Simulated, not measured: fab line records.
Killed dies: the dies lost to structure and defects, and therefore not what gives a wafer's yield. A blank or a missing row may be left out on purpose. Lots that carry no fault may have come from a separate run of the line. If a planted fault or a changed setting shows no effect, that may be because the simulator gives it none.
fab line records ; flow nandHarc
record lots=12; wafers=36; lastDay=33
route steps=1302 shown A_STAIRCASE@733 END@1302
lots that met no fault: from a run of the same line without faults
startH: hours from the record's opening day to when the first of the lot's shown wafers began ; waitH: hours since the lot's step before ; " identical to the entry in the row above ; L1.1+2: a single row standing in for several wafers ; - no value, or no start given ; * or withheld: withheld ; < > ~ a bound
route shown NAME@n: names a module that has steps shown in the file, with the first one's number in the route ; usual: mean and standard deviation over wafers with no fault ; same: alike in all rows ; chamber/n: place in a boat ; sites: per-site readings ; _std_site: standard deviation across them ; _edge_site: the outer-site mean with the inner-site mean subtracted ; radiusMm: how far each site lies from the wafer's centre ; mask NAME#n: copy n ; behind: the tool/chamber that last shaped the wafer ; hold: what put the lot on hold/how long, in hours/how the hold closed ; device: which transistor (n, p or np) failed to switch ; end of line: the route-end tests of the same wafers ; where a step has no rows: the recipe by itself ; killed: dies lost to structure and defects at the first sort, not the wafer's yield ; map: shows each die of a wafer: x if killed, . if not, _ if none is there
set.NAME: the setting the step ran with; set.NAME@STEP: the setting that earlier step ran with ; model.NAME: the simulator's own value behind a step, which no gauge read
a sample of lots followed through the steps of the route, with each step as a table and each wafer as a row
services: the hour from which a tool's chamber was out of use, counted from the record's first day as startH (under 0 if before that day), plus the number of hours and why
## steps
# step NHARC_A_STAIRCASE_DESCUM_219
# recipe timeS=3; o2FlowSccm=200; arFlowSccm=0; biasPowerW=0; chemistry=O2
# usual drypumpMotorCurrentA=5.7/0.31; oesProductAu=1.001/0.01; rfVppV=57.7/0.79; showerheadPlenumPTorr=1.93/0.081; throttleValvePct=11.311/0.0092
# same timeS=3
lot.wafer;tool;chamber;startH;waitH;drypumpMotorCurrentA;oesProductAu;rfHoursCounterH;rfVppV;showerheadPlenumPTorr;throttleValvePct
L426.2;rieDiel-04;2;372.75;-;5.7;0.994;2;58.0;1.94;11.319
L426.5;rieDiel-04;0;372.75;-;5.8;0.993;-;58.8;2.04;11.310
L426.6;rieDiel-04;1;372.75;-;5.5;1.012;-;56.8;2.02;11.318
L428.3;rieDiel-01;1;398.86;-;6.2;1.001;2;59.0;1.78;11.313
L428.6;rieDiel-01;1;398.86;-;6.2;1.010;-;57.3;1.78;11.315
L428.5;rieDiel-01;2;398.86;-;5.7;1.001;-;58.8;1.92;11.315
L429.4;rieDiel-07;1;422.39;-;5.9;0.998;38;58.2;2.05;11.307
L429.6;rieDiel-07;3;422.39;-;5.4;0.974;-;59.1;2.04;11.324
L429.5;rieDiel-07;0;422.39;-;5.2;1.006;-;57.1;1.97;11.293
L430.4;rieDiel-01;0;423.29;-;5.7;1.015;10;57.2;1.85;11.316
L430.3;rieDiel-01;3;423.29;-;6.3;1.002;10;56.8;1.91;11.310
L430.6;rieDiel-01;0;423.29;-;5.7;1.004;-;56.7;1.85;11.300
L431.4;rieDiel-04;2;445.78;-;5.6;1.002;25;58.0;1.94;11.299
L431.1;rieDiel-04;0;445.78;-;5.8;1.003;22;59.3;2.03;11.320
L431.5;rieDiel-04;1;445.78;-;5.4;0.993;-;57.9;2.01;11.312
L432.3;rieDiel-04;2;446.21;-;5.7;0.991;25;57.7;1.94;11.303
L432.2;rieDiel-04;3;446.21;-;5.6;1.005;25;58.4;1.94;11.307
L432.1;rieDiel-04;0;446.21;-;5.8;0.999;22;59.3;2.03;11.300
L436.1;rieDiel-07;2;469.43;-;5.1;1.000;51;56.7;1.83;11.316
L436.4;rieDiel-07;3;469.43;-;5.4;0.991;56;57.4;2.04;11.327
L436.6;rieDiel-07;2;469.43;-;5.1;1.007;-;56.7;1.83;11.309
L435.2;rieDiel-04;1;470.06;-;5.4;1.009;33;57.9;2.01;11.324
L435.3;rieDiel-04;3;470.06;-;5.6;0.987;33;57.6;1.94;11.313
L435.6;rieDiel-04;2;470.06;-;5.7;0.987;-;58.4;1.93;11.289
L434.1;rieDiel-04;3;474.65;-;5.6;1.011;36;56.1;1.94;11.308
L434.2;rieDiel-04;2;474.65;-;5.7;0.991;38;58.5;1.93;11.301
L434.5;rieDiel-04;0;474.65;-;5.8;1.006;-;58.7;2.03;11.316
L441.1;rieDiel-04;1;550.60;-;5.4;0.989;5;57.1;2.00;11.316
L441.4;rieDiel-04;1;550.60;-;5.4;0.992;-;58.4;2.00;11.316
L441.5;rieDiel-04;3;550.60;-;5.6;1.014;-;56.9;1.93;11.317
L443.1;rieDiel-04;2;559.98;-;5.7;0.991;10;57.0;1.92;11.303
L443.4;rieDiel-04;1;559.98;-;5.4;0.988;-;57.8;2.00;11.305
L443.5;rieDiel-04;2;559.98;-;5.6;0.988;-;57.6;1.92;11.323
L447.2;rieDiel-07;3;588.10;-;5.4;0.981;38;58.2;2.02;11.298
L447.1;rieDiel-07;0;588.10;-;5.2;1.004;34;57.0;1.96;11.288
L447.6;rieDiel-07;2;588.10;-;5.2;0.995;-;58.3;1.82;11.310
# step NHARC_A_STAIRCASE_ETCH_221
# recipe targetDepthA=1000; timeS=40.5; ionEnergyEv=400; c4f8FlowSccm=20; o2FlowSccm=10; arFlowSccm=withheld; rfW=600; biasW=1000; chemistry=C4F8/O2
# usual oesProductAu=0.945/0.017; rfFwdPowerW=592.6/2.7; rfVppV=898/5
# same timeS=40.5
lot.wafer;tool;chamber;startH;waitH;oesProductAu;rfFwdPowerW;rfHoursCounterH;rfVppV
L426.2;rieDiel-04;3;372.97;-;0.961;590.3;2;898
L426.5;rieDiel-04;3;372.97;-;0.962;591.4;-;899
L426.6;rieDiel-04;0;372.97;-;0.949;593.4;-;903
L428.3;rieDiel-01;3;399.10;-;0.960;591.3;2;896
L428.6;rieDiel-01;3;399.10;-;0.952;592.9;-;896
L428.5;rieDiel-01;0;399.10;-;0.964;590.4;-;892
L429.4;rieDiel-07;1;422.62;-;0.948;595.7;38;903
L429.6;rieDiel-07;3;422.62;-;0.925;584.2;-;905
L429.5;rieDiel-07;0;422.62;-;0.955;591.2;-;900
L430.3;rieDiel-01;1;423.76;-;0.929;597.5;12;887
L430.4;rieDiel-01;3;423.76;-;0.952;594.1;11;897
L430.6;rieDiel-01;0;423.76;-;0.959;589.4;-;889
L431.1;rieDiel-04;0;446.05;-;0.940;595.9;22;903
L431.4;rieDiel-04;1;446.05;-;0.945;595.9;22;902
L431.5;rieDiel-04;0;446.05;-;0.938;598.8;-;904
L432.2;rieDiel-04;0;446.57;-;0.919;596.5;22;904
L432.1;rieDiel-04;2;446.57;-;0.922;597.0;25;898
L432.3;rieDiel-04;3;446.57;-;0.931;592.4;25;898
L436.1;rieDiel-07;1;469.73;-;0.945;594.1;48;904
L436.4;rieDiel-07;3;469.73;-;0.914;586.9;56;903
L436.6;rieDiel-07;1;469.73;-;0.942;591.6;-;903
L435.3;rieDiel-04;3;470.35;-;0.933;592.8;33;897
L435.2;rieDiel-04;1;470.35;-;0.922;591.0;33;903
L435.6;rieDiel-04;0;470.35;-;0.920;593.9;-;902
L434.2;rieDiel-04;0;474.90;-;0.943;594.4;34;905
L434.1;rieDiel-04;2;474.90;-;0.959;595.6;38;898
L434.5;rieDiel-04;3;474.90;-;0.954;591.0;-;899
L441.1;rieDiel-04;1;550.90;-;1.164;833.1;5;902
L441.4;rieDiel-04;2;550.90;-;1.152;833.6;-;896
L441.5;rieDiel-04;1;550.90;-;1.151;832.7;-;902
L443.1;rieDiel-04;1;560.26;-;1.151;832.8;11;903
L443.4;rieDiel-04;3;560.26;-;1.186;832.6;-;897
L443.5;rieDiel-04;2;560.26;-;1.168;838.3;-;896
L447.2;rieDiel-07;2;588.34;-;0.953;596.0;37;890
L447.1;rieDiel-07;3;588.34;-;0.930;587.5;38;903
L447.6;rieDiel-07;0;588.34;-;0.957;591.0;-;901
# step NHARC_A_STAIRCASE_ETCH_227
# recipe targetDepthA=1000; timeS=40.5; ionEnergyEv=400; c4f8FlowSccm=20; o2FlowSccm=10; arFlowSccm=withheld; rfW=600; biasW=1000; chemistry=C4F8/O2
# usual oesProductAu=0.941/0.013; rfFwdPowerW=592.7/2.6; rfVppV=897/5.1
# same timeS=40.5
lot.wafer;tool;chamber;startH;waitH;oesProductAu;rfFwdPowerW;rfHoursCounterH;rfVppV
L426.2;rieDiel-04;3;-;-;0.948;589.6;2;900
L426.5;rieDiel-04;0;-;-;0.937;592.9;-;903
L426.6;rieDiel-04;1;-;-;0.946;593.7;-;902
L428.3;rieDiel-01;2;-;-;0.934;589.8;2;897
L428.5;rieDiel-01;3;-;-;0.943;595.9;-;896
L428.6;rieDiel-01;0;-;-;0.969;589.1;-;892
L429.4;rieDiel-07;1;-;-;0.948;593.0;38;904
L429.5;rieDiel-07;0;-;-;0.953;592.2;-;899
L429.6;rieDiel-07;1;-;-;0.948;591.7;-;904
L430.3;rieDiel-01;1;-;-;0.933;597.0;12;887
L430.4;rieDiel-01;2;-;-;0.929;592.0;13;895
L430.6;rieDiel-01;1;-;-;0.947;591.9;-;887
L431.4;rieDiel-04;0;-;-;0.941;594.2;23;901
L431.1;rieDiel-04;1;-;-;0.935;593.6;23;902
L431.5;rieDiel-04;0;-;-;0.934;594.8;-;902
L432.2;rieDiel-04;3;-;-;0.948;588.4;26;897
L432.1;rieDiel-04;0;-;-;0.932;595.2;23;903
L432.3;rieDiel-04;2;-;-;0.926;595.2;26;898
L436.4;rieDiel-07;3;-;-;0.927;586.8;57;904
L436.1;rieDiel-07;2;-;-;0.941;590.9;52;891
L436.6;rieDiel-07;0;-;-;0.934;591.7;-;900
L435.3;rieDiel-04;3;-;-;0.947;587.9;34;898
L435.2;rieDiel-04;0;-;-;0.944;596.3;32;902
L435.6;rieDiel-04;3;-;-;0.945;589.2;-;897
L434.2;rieDiel-04;0;-;-;0.947;596.9;34;904
L434.1;rieDiel-04;2;-;-;0.939;597.0;39;898
L434.5;rieDiel-04;0;-;-;0.950;595.7;-;902
L441.1;rieDiel-04;2;-;-;0.925;593.6;6;897
L441.4;rieDiel-04;2;-;-;0.933;595.5;-;896
L441.5;rieDiel-04;3;-;-;0.939;588.8;-;896
L443.1;rieDiel-04;1;-;-;0.918;592.3;12;902
L443.4;rieDiel-04;1;-;-;0.910;592.6;-;900
L443.5;rieDiel-04;3;-;-;0.934;590.5;-;899
L447.2;rieDiel-07;0;-;-;0.945;591.3;34;900
L447.1;rieDiel-07;1;-;-;0.948;595.2;34;904
L447.6;rieDiel-07;3;-;-;0.915;590.0;-;904
# step NHARC_A_STAIRCASE_TRIM_231
# recipe timeS=211.2; o2FlowSccm=500; arFlowSccm=0; biasW=0; chemistry=O2
# usual drypumpMotorCurrentA=5.7/0.33; oesProductAu=0.999/0.011; rfVppV=57.9/1; showerheadPlenumPTorr=3.57/0.14; throttleValvePct=17.036/0.0097
# same timeS=211.2
lot.wafer;tool;chamber;startH;waitH;drypumpMotorCurrentA;oesProductAu;rfHoursCounterH;rfVppV;showerheadPlenumPTorr;throttleValvePct
L426.2;rieDiel-01;2;-;-;5.7;1.008;48;58.8;3.54;17.037
L426.6;rieDiel-01;2;-;-;5.7;0.998;-;56.8;3.54;17.057
L426.5;rieDiel-01;3;-;-;6.3;1.007;-;58.3;3.53;17.030
L428.3;rieDiel-01;3;-;-;6.3;1.017;3;58.5;3.53;17.028
L428.5;rieDiel-01;0;-;-;5.7;1.007;-;58.5;3.42;17.026
L428.6;rieDiel-01;1;-;-;6.3;1.003;-;55.5;3.30;17.028
L429.4;rieDiel-04;3;-;-;5.6;1.010;19;59.2;3.58;17.033
L429.6;rieDiel-04;2;-;-;5.7;0.986;-;57.9;3.57;17.019
L429.5;rieDiel-04;3;-;-;5.6;1.004;-;57.1;3.58;17.041
L430.3;rieDiel-07;2;-;-;5.2;0.997;41;56.4;3.40;17.045
L430.4;rieDiel-07;3;-;-;5.4;0.984;43;57.2;3.75;17.039
L430.6;rieDiel-07;2;-;-;5.1;0.999;-;58.1;3.40;17.040
L431.1;rieDiel-04;0;-;-;5.8;1.000;23;60.0;3.73;17.030
L431.4;rieDiel-04;1;-;-;5.5;0.987;23;57.4;3.70;17.040
L431.5;rieDiel-04;3;-;-;5.7;1.000;-;58.3;3.58;17.045
L432.1;rieDiel-04;3;-;-;5.6;1.002;26;57.4;3.58;17.035
L432.3;rieDiel-04;0;-;-;5.8;1.000;24;56.9;3.73;17.030
L432.2;rieDiel-04;2;-;-;5.7;0.986;26;57.5;3.57;17.035
L436.4;rieDiel-07;3;-;-;5.4;0.981;57;60.4;3.74;17.031
L436.1;rieDiel-07;0;-;-;5.2;1.008;52;57.4;3.62;17.036
L436.6;rieDiel-07;1;-;-;5.9;1.002;-;58.6;3.75;17.019
L435.3;rieDiel-01;0;-;-;5.7;1.014;26;57.9;3.41;17.027
L435.2;rieDiel-01;2;-;-;5.7;1.005;26;57.9;3.52;17.034
L435.6;rieDiel-01;1;-;-;6.3;1.001;-;57.5;3.28;17.035
L434.2;rieDiel-04;3;-;-;5.6;0.995;37;57.6;3.57;17.032
L434.1;rieDiel-04;0;-;-;5.8;0.993;34;58.3;3.72;17.030
L434.5;rieDiel-04;3;-;-;5.6;0.991;-;57.6;3.57;17.034
L441.1;rieDiel-04;1;-;-;5.5;0.988;6;57.9;3.68;17.038
L441.5;rieDiel-04;1;-;-;5.5;0.986;-;59.0;3.68;17.032
L441.4;rieDiel-04;3;-;-;5.6;1.012;-;57.1;3.56;17.032
L443.1;rieDiel-07;2;-;-;5.2;0.992;28;55.9;3.38;17.036
L443.4;rieDiel-07;2;-;-;5.2;0.998;-;57.4;3.38;17.031
L443.5;rieDiel-07;3;-;-;5.4;0.991;-;58.1;3.73;17.050
L447.2;rieDiel-04;0;-;-;5.8;0.988;10;57.9;3.71;17.042
L447.1;rieDiel-04;1;-;-;5.5;0.977;22;57.9;3.67;17.029
L447.6;rieDiel-04;1;-;-;5.5;0.982;-;57.3;3.67;17.035
# step NHARC_END_SORT_01
# recipe tempC=25
# usual killedAtArray=57/20; killedAtOther=1.0/1.5; killedAtPeriphery=3.5/2.5; killedDies=62/21; killedOpen=3.5/1.9; killedShort=2.4/1.6
# same grossDies=677
lot.wafer;tool;chamber;startH;waitH;killedAtArray;killedAtOther;killedAtPeriphery;killedDies;killedOpen;killedShort
L441.1;prober-01;0;757.16;2.6;674;0;3;677;6;2
L441.4;prober-01;0;759.56;3.4;674;0;3;677;2;5
L441.5;prober-01;0;760.36;3.7;672;0;5;677;1;2
L443.1;prober-01;0;772.83;2.5;671;2;4;677;5;3
L443.4;prober-01;0;775.21;3.4;674;1;2;677;3;3
L443.5;prober-01;0;776.00;3.7;672;0;5;677;2;1
# killed by level:class
L441.1 A_STAIRCASE:areaEtch=598 A_CHANNEL_HOLE_D1:chamberFilmFlake=31 A_SLIT:chamberFilmFlake=29 A_SGD_CUT:chamberFilmFlake=5 A_STAIRCASE:chamberFilmFlake=3 A_CONTACT:chamberFilmFlake=3 P_M0:geometricParticle:open=2 P_CONTACT:geometricParticle:open=1
L441.4 A_STAIRCASE:areaEtch=584 A_SLIT:chamberFilmFlake=37 A_CHANNEL_HOLE_D1:chamberFilmFlake=29 A_SGD_CUT:chamberFilmFlake=5 A_STAIRCASE:chamberFilmFlake=4 A_DECK1_JOINT:chamberFilmFlake=3 A_WL_FILL:geometricParticle:short=2 A_ZERO_WELL:chamberFilmFlake=2
L441.5 A_STAIRCASE:areaEtch=595 A_CHANNEL_HOLE_D1:chamberFilmFlake=31 A_SLIT:chamberFilmFlake=30 A_CONTACT:chamberFilmFlake=6 P_ZERO_WELL:chamberFilmFlake=3 A_STAIRCASE:chamberFilmFlake=3 A_ZERO_WELL:chamberFilmFlake=2 A_M1:chamberFilmFlake=2
L443.1 A_STAIRCASE:areaEtch=638 A_CHANNEL_HOLE_D1:chamberFilmFlake=15 A_SLIT:chamberFilmFlake=7 A_CONTACT:chamberFilmFlake=5 A_CHANNEL_FILL_D1:geometricParticle:short=2 A_CHANNEL_HOLE_D2:chamberFilmFlake=2 P_GATE:geometricParticle:open=1 P_M1:geometricParticle:short=1
L443.4 A_STAIRCASE:areaEtch=639 A_CHANNEL_HOLE_D1:chamberFilmFlake=13 A_SLIT:chamberFilmFlake=9 A_CHANNEL_FILL_D2:geometricParticle:open=2 A_CHANNEL_FILL_D2:chamberFilmFlake=2 A_STAIRCASE:chamberFilmFlake=2 A_CONTACT:chamberFilmFlake=2 A_CHANNEL_FILL_D2:geometricParticle:short=1
L443.5 A_STAIRCASE:areaEtch=644 A_CHANNEL_HOLE_D1:chamberFilmFlake=14 P_M2:chamberFilmFlake=4 A_SLIT:chamberFilmFlake=4 A_CONTACT:chamberFilmFlake=3 A_STAIRCASE:chamberFilmFlake=2 A_CHANNEL_FILL_D1:geometricParticle:short=1 A_DECK1_JOINT:geometricParticle:open=1
## services
tool;chamber;startH;hours;kind
rieDiel-04;-;354.90;9.0;pm
rieDiel-04;0;354.90;9.0;ventCycle
rieDiel-04;1;354.90;9.0;ventCycle
rieDiel-04;2;354.90;9.0;ventCycle
rieDiel-04;3;354.90;9.0;ventCycle
rieDiel-07;1;359.86;2.9;repair
rieDiel-04;0;363.90;-;clean
rieDiel-04;1;363.90;-;clean
rieDiel-04;2;363.90;-;clean
rieDiel-04;3;363.90;-;clean
rieDiel-04;3;363.90;-;consumableReplace:esc
rieDiel-01;1;366.50;3.8;repair
rieDiel-01;3;378.09;9.6;repair
rieDiel-01;-;380.80;9.0;pm
rieDiel-04;0;388.40;-;clean
rieDiel-04;1;388.40;-;clean
rieDiel-07;0;393.62;9.9;repair
rieDiel-07;0;403.85;8.8;repair
rieDiel-04;-;532.93;9.0;pm
rieDiel-07;1;554.62;4.5;repair
rieDiel-07;0;555.62;7.3;repair
rieDiel-01;-;557.89;9.0;pm
rieDiel-01;2;581.64;14.5;repair
rieDiel-04;3;582.21;24.3;repair
## key
firstSign step=NHARC_A_STAIRCASE_ETCH_221; reading=rfFwdPowerW; direction=up; sigmas=88; usual=*; struck=*
effect step=NHARC_A_STAIRCASE_ETCH_221; reading=oesProductAu; direction=up; sigmas=13; usual=0.945; struck=1.162
effect step=NHARC_END_SORT_01; reading=killedAtArray; direction=up; sigmas=30; usual=57; struck=673
moreKillsBornAt NHARC_A_STAIRCASE_ETCH_221@rieDiel-04=3698
metAt NHARC_A_STAIRCASE_ETCH_221
struckLots L441,L443
laterRowsLeftOut L441.1,L441.4,L441.5,L443.1,L443.4,L443.5
testerLeftOut L441,L443
notActingAt NHARC_A_STAIRCASE_DESCUM_219,NHARC_A_STAIRCASE_ETCH_227,NHARC_A_STAIRCASE_TRIM_231
onsetBetween 474.90 550.90
fault kind=processParameterDrift; tool=rieDiel-04; chamber=-; onsetH=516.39; steps=NHARC_A_STAIRCASE_ETCH_221; channel=rfW; offset=*; shape=step; endH=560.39; actsIn=*; stated=*
# testerLeftOut: of these lots the tester's yield and bins aren't shown, on N5 and GAA mostly nor the transistor test; their killed dies are dies lost to structure and defects alone, not to doping, threshold or leakage, so they don't give the yield
# laterRowsLeftOut: the simulator's readings of these wafers behind a module that went badly wrong aren't trusted and aren't shown, but for the sort
